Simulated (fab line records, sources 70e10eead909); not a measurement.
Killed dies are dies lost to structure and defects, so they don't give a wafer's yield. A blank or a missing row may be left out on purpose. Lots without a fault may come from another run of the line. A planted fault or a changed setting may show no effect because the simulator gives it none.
fab line records | flow nand_harc | part 1 of 2: steps 1 to 26 of 32
record lots=5 wafers=15 last_day=33
route steps=1302 shown A_ONON_D1@442 A_CHANNEL_HOLE_D1@450
lots that met no fault: from a run of the same line without faults
start_h: hours from the record's first day to the start of the lot's first wafer shown | wait_h: hours since the lot's step before | " the same as in the row above | L1.1+2: a row that stands for several wafers | - no value, or no start given | * or withheld: withheld | < > ~ a bound
route shown NAME@n: a module of which the file shows steps, and the number in the route of the first | usual: mean/standard deviation of fault-free wafers | same: alike in all rows | chamber/n: place in a boat | sites: the reading at each site | _std_site: their standard deviation | _edge_site: outer sites' mean less inner sites' | radius_mm: how far each site lies from the wafer's centre | mask NAME#n: copy n | behind: the tool/chamber that last shaped the wafer | hold: why the lot was held/for how many hours/how that ended | device: the transistor (n, p or np) that didn't switch | end of line: the same wafers' tests at the end of the route | a step without rows: its recipe alone | killed: dies lost to structure and defects at the first sort, not the wafer's yield | map: a wafer's dies, x killed, . not, _ none there
set.NAME: the setting as run; set.NAME@STEP: as run at that earlier step | model.NAME: the simulator's own value behind a step, which no gauge read
lots at some steps of the route; a table a step, a row a wafer
services: from which hour (start_h, from the record's first day; less than 0 if before it) a tool's chamber was out of use, for how many hours, and why
## steps
# step NHARC_A_ONON_D1_DEP_25
# recipe target_thk_a=10000 n2_flow_sccm=2750 n2o_flow_sccm=2000 nh3_flow_sccm=500 sih4_flow_sccm=210 temp_c=400
# columns lot.wafer tool chamber start_h wait_h
L081.1+5+6 pecvd_onon-02 0 242.57 0.1
L088.1+4+6 pecvd_onon-03 0 319.54 0.1
L090.1+2+6 pecvd_onon-01 0 332.19 0.1
L093.2+3+6 pecvd_onon-02 0 363.46 0.1
L094.2+5+6 pecvd_onon-01 0 374.88 0.1
# step NHARC_A_ONON_D1_THK_MEAS_27
# recipe thk_meas_gauge=ellipsometry
# usual thk_nm=1003/7.7
# columns lot.wafer tool chamber start_h wait_h thk_nm
L081.1 film_metro-02 - 243.08 - 1011
L081.5 " - " " 1011
L081.6 " - " " 1011
L088.1 film_metro-02 - 320.05 - 1004
L088.4 " - " " 1001
L088.6 " - " " 1003
L090.1 film_metro-01 - 332.69 - 994
L090.2 " - " " 994
L090.6 " - " " 996
L093.2 film_metro-01 - 363.91 - 1003
L093.3 " - " " 1004
L093.6 " - " " 1002
L094.2 film_metro-01 - 375.33 - 1004
L094.5 " - " " 1004
L094.6 " - " " 1005
# step NHARC_A_ONON_D1_DEP_28
# recipe target_thk_a=10000 n2_flow_sccm=2750 n2o_flow_sccm=2000 nh3_flow_sccm=500 sih4_flow_sccm=210 temp_c=400
# columns lot.wafer tool chamber start_h wait_h
L081.1+5+6 pecvd_onon-03 0 243.13 0.1
L088.1+4+6 pecvd_onon-01 0 320.11 0.1
L090.1+2+6 pecvd_onon-02 0 332.74 0.1
L093.2+3+6 pecvd_onon-02 0 364.03 0.1
L094.2+5+6 pecvd_onon-01 0 375.45 0.1
# step NHARC_A_ONON_D1_THK_MEAS_30
# recipe thk_meas_gauge=ellipsometry
# usual thk_nm=1005/8.8
# columns lot.wafer tool chamber start_h wait_h thk_nm
L081.1 film_metro-02 - 243.65 - 1006
L081.5 " - " " 1008
L081.6 " - " " 1008
L088.1 film_metro-02 - 320.62 - 1002
L088.4 " - " " 1002
L088.6 " - " " 1002
L090.1 film_metro-02 - 333.25 - 1005
L090.2 " - " " 1004
L090.6 " - " " 1004
L093.2 film_metro-02 - 364.48 - 1006
L093.3 " - " " 1006
L093.6 " - " " 1006
L094.2 film_metro-01 - 375.89 - 1012
L094.5 " - " " 1014
L094.6 " - " " 1012
# step NHARC_A_ONON_D1_DEP_33
# recipe target_thk_a=2000 temp_c=400 pressure_torr=6.5 rf_w=900 teos_flow_sccm=161.4 flow_sccm=2650 target_thk_nm=200 gas=O2 material=SiO2
# usual heater_power_w=627/89 throttle_valve_pct=15.6/0.49
# columns lot.wafer tool chamber start_h wait_h heater_power_w throttle_valve_pct
L081.1 pecvd-03 1 243.75 0.1 684 14.8
L081.6 " 0 " " 704 15.3
L081.5 " 1 " " 700 15.1
L088.1 pecvd-03 2 320.68 0.1 525 15.3
L088.4 " 1 " " 721 14.9
L088.6 " 1 " " 723 15.3
L090.1 pecvd-04 0 333.31 0.1 688 15.5
L090.2 " 1 " " 646 16.2
L090.6 " 0 " " 680 15.5
L093.2 pecvd-04 2 364.54 0.1 586 16.1
L093.3 " 0 " " 722 15.9
L093.6 " 0 " " 719 15.5
L094.2 pecvd-04 1 375.95 0.1 673 16.5
L094.6 " 1 " " 531 16.2
L094.5 " 0 " " 741 15.6
# step NHARC_A_ONON_D1_THK_MEAS_34
# recipe thk_meas_gauge=ellipsometry
# usual thk_nm=199.8/2.7
# columns lot.wafer tool chamber start_h wait_h thk_nm
L081.1 film_metro-01 - 244.12 - 198.0
L081.5 " - " " 201.9
L081.6 " - " " 201.0
L088.1 film_metro-01 - 321.25 0.5 202.4
L088.4 " - " " 200.4
L088.6 " - " " 203.2
L090.1 film_metro-01 - 333.72 - 201.0
L090.2 " - " " 198.0
L090.6 " - " " 203.0
L093.2 film_metro-01 - 364.95 - 199.2
L093.3 " - " " 200.4
L093.6 " - " " 204.9
L094.2 film_metro-01 - 376.36 - 195.2
L094.5 " - " " 202.2
L094.6 " - " " 199.4
# step NHARC_A_ONON_D1_INSPECT_32
# usual raw_defect_count=79/26
# columns lot.wafer tool chamber start_h wait_h raw_defect_count
L081.1 defect_inspect-02 - 244.18 0.0 123
L081.5 " - " " 117
L081.6 " - " " 111
L088.1 defect_inspect-02 - 321.32 0.0 61
L088.4 " - " " 54
L088.6 " - " " 39
L090.1 defect_inspect-01 - 333.81 0.0 92
L090.2 " - " " 88
L090.6 " - " " 52
L093.2 defect_inspect-02 - 365.04 0.0 90
L093.3 " - " " 48
L093.6 " - " " 101
L094.2 defect_inspect-02 - 376.42 0.0 79
L094.5 " - " " 47
L094.6 " - " " 84
# step NHARC_A_CHANNEL_HOLE_D1_DEP_00
# recipe target_thk_a=31000 temp_c=400 material=aC
# usual throttle_valve_pct=35.001/0.0091
# columns lot.wafer tool chamber start_h wait_h throttle_valve_pct
L081.1 acl_dep-03 0 244.25 0.1 35.010
L081.5 " 0 245.53 1.3 35.013
L081.6 " 0 " " 35.003
L088.1 acl_dep-02 0 322.24 0.9 35.005
L088.4 " 0 " " 35.008
L088.6 " 0 " " 35.000
L090.1 acl_dep-01 0 335.32 1.5 35.001
L090.2 " 0 " " 35.012
L090.6 " 0 336.90 3.1 35.013
L093.2 acl_dep-03 0 369.16 4.1 34.989
L093.3 " 0 " " 35.000
L093.6 " 0 " " 34.999
L094.2 acl_dep-03 0 379.84 3.4 35.010
L094.5 " 0 " " 35.010
L094.6 " 0 " " 34.999
# step NHARC_A_CHANNEL_HOLE_D1_DEP_01
# recipe target_thk_a=1400 target_thk_nm=140 temp_c=400 pressure_torr=3.5 flow_sccm=200 rf_w=350 material=SiON
# usual heater_power_w=771/78
# columns lot.wafer tool chamber start_h wait_h heater_power_w
L081.1 pecvd-02 2 246.19 1.6 629
L081.5 " 2 " " 648
L081.6 " 1 " " 829
L088.1 pecvd-01 2 324.17 1.6 706
L088.6 " 1 " " 813
L088.4 " 2 " " 692
L090.1 pecvd-04 1 337.27 1.6 773
L090.2 " 2 " " 709
L090.6 " 2 " " 690
L093.2 pecvd-04 0 370.78 1.3 918
L093.3 " 1 " " 874
L093.6 " 1 " " 869
L094.2 pecvd-02 2 381.47 1.3 622
L094.5 " 1 " " 728
L094.6 " 0 " " 874
# step NHARC_A_CHANNEL_HOLE_D1_DEHYDRATE_02
# recipe temp_c=150 time_s=120
# columns lot.wafer tool chamber start_h wait_h
L081.1+5+6 litho_track-01 0 246.54 0.3
L088.1+4+6 litho_track-06 0 324.41 0.2
L090.1+2+6 litho_track-01 0 337.51 0.2
L093.2+3+6 litho_track-01 0 371.02 0.2
L094.2+5+6 litho_track-06 0 381.72 0.2
# step NHARC_A_CHANNEL_HOLE_D1_HMDS_03
# recipe time_s=30
# columns lot.wafer tool chamber start_h wait_h
L081.1+5+6 litho_track-01 0 - -
L088.1+4+6 litho_track-06 0 - -
L090.1+2+6 litho_track-01 0 - -
L093.2+3+6 litho_track-01 0 - -
L094.2+5+6 litho_track-06 0 - -
# step NHARC_A_CHANNEL_HOLE_D1_COAT_36
# recipe temp_c=260 time_s=75
# columns lot.wafer tool chamber start_h wait_h
L081.1+5+6 litho_track-01 0 - -
L088.1+4+6 litho_track-06 0 - -
L090.1+2+6 litho_track-01 0 - -
L093.2+3+6 litho_track-01 0 - -
L094.2+5+6 litho_track-06 0 - -
# step NHARC_A_CHANNEL_HOLE_D1_COAT_37
# recipe temp_c=225 time_s=65
# columns lot.wafer tool chamber start_h wait_h
L081.1+5+6 litho_track-01 0 - -
L088.1+4+6 litho_track-06 0 - -
L090.1+2+6 litho_track-01 0 - -
L093.2+3+6 litho_track-01 0 - -
L094.2+5+6 litho_track-06 0 - -
# step NHARC_A_CHANNEL_HOLE_D1_COAT_04
# recipe spin_rpm=1500 resist_thk_nm=90
# usual dispense_pressure_kPa=56.0/0.69
# columns lot.wafer tool chamber start_h wait_h dispense_pressure_kPa
L081.1 litho_track-01 0 - - 56.5
L081.5 " 0 " " 56.5
L081.6 " 0 " " 56.6
L088.1 litho_track-06 0 - - 54.7
L088.4 " 0 " " 54.7
L088.6 " 0 " " 54.8
L090.1 litho_track-01 0 - - 56.5
L090.2 " 0 " " 56.6
L090.6 " 0 " " 56.6
L093.2 litho_track-01 0 - - 56.5
L093.3 " 0 " " 56.5
L093.6 " 0 " " 56.6
L094.2 litho_track-06 0 - - 54.7
L094.5 " 0 " " 54.7
L094.6 " 0 " " 54.7
# step NHARC_A_CHANNEL_HOLE_D1_SOFTBAKE_05
# recipe temp_c=105 time_s=55
# columns lot.wafer tool chamber start_h wait_h
L081.1+5+6 litho_track-01 0 - -
L088.1+4+6 litho_track-06 0 - -
L090.1+2+6 litho_track-01 0 - -
L093.2+3+6 litho_track-01 0 - -
L094.2+5+6 litho_track-06 0 - -
# step NHARC_A_CHANNEL_HOLE_D1_EBR_06
# columns lot.wafer tool chamber start_h wait_h
L081.1+5+6 litho_track-01 0 - -
L088.1+4+6 litho_track-06 0 - -
L090.1+2+6 litho_track-01 0 - -
L093.2+3+6 litho_track-01 0 - -
L094.2+5+6 litho_track-06 0 - -
# step NHARC_A_CHANNEL_HOLE_D1_EXPOSE_07
# recipe na=1.35 target_cd_nm=100 sigma_outer=0.3 dose_mj=59.65 mask_id=HOLE_D1
# usual focus_offset_nm=0.1/0.42 stage_vel_mm_s=500.00/0.27
# columns lot.wafer tool chamber start_h wait_h mask focus_offset_nm stage_vel_mm_s
L081.1 arfi_scanner-02 0 246.85 - HOLE_D1#0 0.5 499.54
L081.5 " 0 " " HOLE_D1#0 0.2 499.77
L081.6 " 0 " " HOLE_D1#0 0.2 499.82
L088.1 arfi_scanner-03 0 324.72 - HOLE_D1#0 0.2 499.99
L088.4 " 0 " " HOLE_D1#0 0.3 499.76
L088.6 " 0 " " HOLE_D1#0 -0.2 499.96
L090.1 arfi_scanner-03 0 337.70 - HOLE_D1#0 0.1 499.85
L090.2 " 0 " " HOLE_D1#0 0.1 500.04
L090.6 " 0 " " HOLE_D1#0 0.9 499.98
L093.2 arfi_scanner-01 0 371.33 - HOLE_D1#0 0.4 499.45
L093.3 " 0 " " HOLE_D1#0 -0.1 499.69
L093.6 " 0 " " HOLE_D1#0 0.6 499.81
L094.2 arfi_scanner-01 0 381.90 - HOLE_D1#0 0.4 499.66
L094.5 " 0 " " HOLE_D1#0 0.0 499.74
L094.6 " 0 " " HOLE_D1#0 -0.2 499.60
# step NHARC_A_CHANNEL_HOLE_D1_PEB_08
# recipe peb_temp_c=100 peb_time_s=65
# columns lot.wafer tool chamber start_h wait_h
L081.1+5+6 litho_track-04 0 246.91 0.1
L088.1+4+6 litho_track-01 0 324.79 0.1
L090.1+2+6 litho_track-04 0 337.76 0.1
L093.2+3+6 litho_track-01 0 371.39 0.1
L094.2+5+6 litho_track-06 0 381.96 0.1
# step NHARC_A_CHANNEL_HOLE_D1_DEVELOP_09
# recipe develop_time_s=35 dev_temp_c=23
# columns lot.wafer tool chamber start_h wait_h
L081.1+5+6 litho_track-04 0 - -
L088.1+4+6 litho_track-01 0 - -
L090.1+2+6 litho_track-04 0 - -
L093.2+3+6 litho_track-01 0 - -
L094.2+5+6 litho_track-06 0 - -
# step NHARC_A_CHANNEL_HOLE_D1_CD_MEAS_10
# recipe target_cd_nm=100 landing_energy_ev=500
# usual cd_nm=100.1/0.43
# columns lot.wafer tool chamber start_h wait_h cd_nm
L081.1 cd_sem-01 0 246.99 - 100.8
L081.5 " 0 " " 99.8
L081.6 " 0 " " 100.0
L088.1 cd_sem-02 0 324.86 - 99.6
L088.4 " 0 " " 100.0
L088.6 " 0 " " 99.7
L090.1 cd_sem-03 0 337.84 - 99.5
L090.2 " 0 " " 99.4
L090.6 " 0 " " 99.3
L093.2 cd_sem-01 0 371.47 - 99.9
L093.3 " 0 " " 99.7
L093.6 " 0 " " 100.2
L094.2 cd_sem-02 0 382.04 - 100.2
L094.5 " 0 " " 100.5
L094.6 " 0 " " 100.7
# step NHARC_A_CHANNEL_HOLE_D1_OVL_MEAS_11
# usual overlay_x_nm=-0.1/0.7 overlay_y_nm=-0.1/0.76
# columns lot.wafer tool chamber start_h wait_h overlay_x_nm overlay_y_nm
L081.1 overlay-02 - 247.08 - -0.6 0.4
L081.5 " - " " -0.1 0.1
L081.6 " - " " 0.1 0.5
L088.1 overlay-02 - 324.95 - -0.2 -0.5
L088.4 " - " " 0.7 -0.3
L088.6 " - " " 0.1 -0.5
L090.1 overlay-01 - 337.93 - -0.2 0.5
L090.2 " - " " -0.9 -0.1
L090.6 " - " " -1.0 0.5
L093.2 overlay-01 - 371.56 - 0.1 -1.7
L093.3 " - " " 0.0 -0.7
L093.6 " - " " -0.3 -1.8
L094.2 overlay-01 - 382.13 - -0.2 0.1
L094.5 " - " " -0.2 0.4
L094.6 " - " " 0.0 0.3
# step NHARC_A_CHANNEL_HOLE_D1_INSPECT_12
# usual raw_defect_count=6.0/2.9
# columns lot.wafer tool chamber start_h wait_h raw_defect_count
L081.1 defect_inspect-01 - 247.12 0.0 12
L081.5 " - " " 6
L081.6 " - " " 4
L088.1 defect_inspect-02 - 324.99 0.0 4
L088.4 " - " " 5
L088.6 " - " " 3
L090.1 defect_inspect-02 - 337.96 0.0 4
L090.2 " - " " 9
L090.6 " - " " 0
L093.2 defect_inspect-02 - 371.60 0.0 9
L093.3 " - " " 7
L093.6 " - " " 14
L094.2 defect_inspect-02 - 382.16 0.0 7
L094.5 " - " " 4
L094.6 " - " " 7
# step NHARC_A_CHANNEL_HOLE_D1_DESCUM_15
# recipe time_s=3 o2_flow_sccm=200 ar_flow_sccm=0 bias_power_w=0 chemistry=O2
# usual drypump_motor_current_A=5.6/0.4 oes_product_au=1.002/0.0073 rf_vpp_V=57.9/0.82 showerhead_plenum_p_Torr=1.90/0.088 throttle_valve_pct=11.310/0.0093
# columns lot.wafer tool chamber start_h wait_h drypump_motor_current_A oes_product_au rf_hours_counter_h rf_vpp_V showerhead_plenum_p_Torr throttle_valve_pct
L081.1 rie_diel-08 2 247.18 0.1 5.0 0.993 3 58.2 1.97 11.310
L081.6 " 0 " " 5.4 0.993 - 57.6 1.80 11.313
L081.5 " 1 " " 5.9 1.003 - 58.4 1.82 11.338
L088.4 rie_diel-04 1 325.05 0.1 6.3 0.999 46 58.0 1.91 11.305
L088.1 " 3 " " 5.7 0.988 46 58.1 1.81 11.323
L088.6 " 1 " " 6.3 1.008 - 57.8 1.91 11.308
L090.2 rie_diel-08 0 338.04 0.1 5.4 1.012 12 58.9 1.80 11.320
L090.1 " 1 " " 5.9 1.003 12 56.7 1.82 11.309
L090.6 " 3 " " 5.6 1.006 - 58.5 2.02 11.310
L093.3 rie_diel-04 0 371.66 0.1 5.4 1.002 1 57.1 1.87 11.313
L093.2 " 1 " " 6.4 0.995 1 58.3 1.91 11.305
L093.6 " 0 " " 5.4 1.000 - 57.8 1.87 11.314
L094.2 rie_diel-04 3 382.24 0.1 5.7 1.001 7 59.0 1.80 11.306
L094.6 " 1 " " 6.3 0.995 - 58.4 1.91 11.309
L094.5 " 2 " " 6.0 1.005 - 58.9 1.82 11.302
# step NHARC_A_CHANNEL_HOLE_D1_ETCH_38
# recipe target_depth_a=390 over_etch_frac=0.3 time_s=65 ion_energy_ev=80 cf4_flow_sccm=150 ar_flow_sccm=0 rf_w=300 bias_w=100 chemistry=CF4
# usual drypump_motor_current_A=5.6/0.38 oes_product_au=1.002/0.0059 rf_vpp_V=151.2/1.3 showerhead_plenum_p_Torr=1.76/0.078 throttle_valve_pct=13.283/0.0089
# columns lot.wafer tool chamber start_h wait_h drypump_motor_current_A oes_product_au rf_hours_counter_h rf_vpp_V showerhead_plenum_p_Torr throttle_valve_pct
L081.1 rie_diel-08 2 247.29 0.1 5.0 1.010 3 151.6 1.81 13.274
L081.5 " 2 " " 5.0 1.001 - 151.0 1.81 13.284
L081.6 " 0 " " 5.4 0.997 - 150.4 1.67 13.272
L088.4 rie_diel-04 0 325.14 0.1 5.4 1.008 40 151.2 1.74 13.272
L088.1 " 1 " " 6.4 1.002 46 150.7 1.77 13.280
L088.6 " 0 " " 5.4 1.006 - 151.2 1.74 13.307
L090.1 rie_diel-08 0 338.12 0.1 5.4 0.993 13 150.5 1.67 13.284
L090.2 " 1 " " 5.9 0.997 12 150.5 1.69 13.292
L090.6 " 3 " " 5.6 0.998 - 152.0 1.86 13.287
L093.2 rie_diel-04 2 371.75 0.1 6.0 0.996 1 150.0 1.69 13.276
L093.3 " 3 " " 5.7 0.990 1 151.4 1.67 13.291
L093.6 " 0 " " 5.4 0.994 - 151.8 1.73 13.291
L094.2 rie_diel-04 0 382.31 0.1 5.4 1.000 7 149.8 1.73 13.288
L094.6 " 0 " " 5.4 1.010 - 152.6 1.73 13.303
L094.5 " 1 " " 6.4 0.994 - 152.3 1.76 13.278
# step NHARC_A_CHANNEL_HOLE_D1_ETCH_39
# recipe target_depth_a=2600 over_etch_frac=0.3 time_s=325 ion_energy_ev=200 n2_flow_sccm=150 h2_flow_sccm=150 ar_flow_sccm=0 rf_w=400 bias_w=150 chemistry=N2/H2
# usual drypump_motor_current_A=5.6/0.4 h2_flow_sccm=150.0/0.48 oes_product_au=1.001/0.0064 rf_vpp_V=430.3/2.9 showerhead_plenum_p_Torr=2.03/0.097 throttle_valve_pct=14.171/0.0084
# columns lot.wafer tool chamber start_h wait_h drypump_motor_current_A h2_flow_sccm oes_product_au rf_hours_counter_h rf_vpp_V showerhead_plenum_p_Torr throttle_valve_pct
L081.1 rie_diel-08 0 - - 5.4 149.7 0.991 5 426.7 1.92 14.174
L081.5 " 0 " " 5.4 149.6 0.994 - 428.0 1.92 14.169
L081.6 " 1 " " 5.9 151.0 1.005 - 426.9 1.94 14.187
L088.1 rie_diel-04 2 - - 6.0 150.9 0.991 43 428.0 1.94 14.176
L088.4 " 0 " " 5.4 149.8 1.004 40 430.6 2.00 14.164
L088.6 " 2 " " 6.0 150.1 1.001 - 427.6 1.94 14.162
L090.1 rie_diel-08 3 - - 5.6 150.4 1.007 12 434.5 2.16 14.161
L090.2 " 1 " " 5.9 150.6 0.999 12 427.8 1.93 14.162
L090.6 " 0 " " 5.4 149.8 1.002 - 429.0 1.91 14.168
L093.3 rie_diel-04 2 - - 6.0 149.2 1.012 1 427.5 1.93 14.173
L093.2 " 0 " " 5.4 150.1 1.005 1 429.8 2.00 14.166
L093.6 " 1 " " 6.4 149.6 1.000 - 430.8 2.04 14.170
L094.2 rie_diel-04 1 - - 6.4 149.7 1.006 5 429.9 2.03 14.164
L094.5 " 2 " " 6.0 149.9 1.003 - 426.9 1.93 14.175
L094.6 " 3 " " 5.7 150.6 0.994 - 426.9 1.92 14.171
# step NHARC_A_CHANNEL_HOLE_D1_ETCH_34
# recipe target_depth_a=1540 time_s=77 cf4_flow_sccm=100 chf3_flow_sccm=30 ar_flow_sccm=0 rf_w=500 bias_w=200 chemistry=CF4/CHF3
# usual drypump_motor_current_A=5.6/0.37 oes_product_au=0.950/0.024 rf_vpp_V=370.2/2.5 showerhead_plenum_p_Torr=1.56/0.07 throttle_valve_pct=16.802/0.0089
# columns lot.wafer tool chamber start_h wait_h drypump_motor_current_A oes_product_au rf_hours_counter_h rf_vpp_V showerhead_plenum_p_Torr throttle_valve_pct
L081.1 rie_diel-08 0 - - 5.4 0.961 5 366.8 1.49 16.792
L081.5 " 1 " " 5.9 0.965 - 368.0 1.50 16.810
L081.6 " 0 " " 5.4 0.968 - 367.7 1.49 16.809
L088.4 rie_diel-04 3 - - 5.7 0.986 46 365.9 1.49 16.811
L088.1 " 0 " " 5.4 0.983 40 369.5 1.55 16.798
L088.6 " 3 " " 5.7 0.976 - 370.1 1.49 16.811
L090.2 rie_diel-08 3 - - 5.6 0.935 12 374.0 1.66 16.806
L090.1 " 0 " " 5.4 0.923 13 368.7 1.48 16.803
L090.6 " 3 " " 5.6 0.927 - 373.0 1.66 16.791
L093.2 rie_diel-04 1 - - 6.4 0.963 1 369.6 1.57 16.820
L093.3 " 2 " " 6.0 0.978 1 369.4 1.50 16.792
L093.6 " 3 " " 5.7 0.974 - 366.1 1.49 16.800
L094.2 rie_diel-04 0 - - 5.4 0.986 7 370.8 1.54 16.809
L094.5 " 0 " " 5.4 0.987 - 368.7 1.54 16.811
L094.6 " 1 " " 6.3 0.952 - 371.4 1.57 16.797
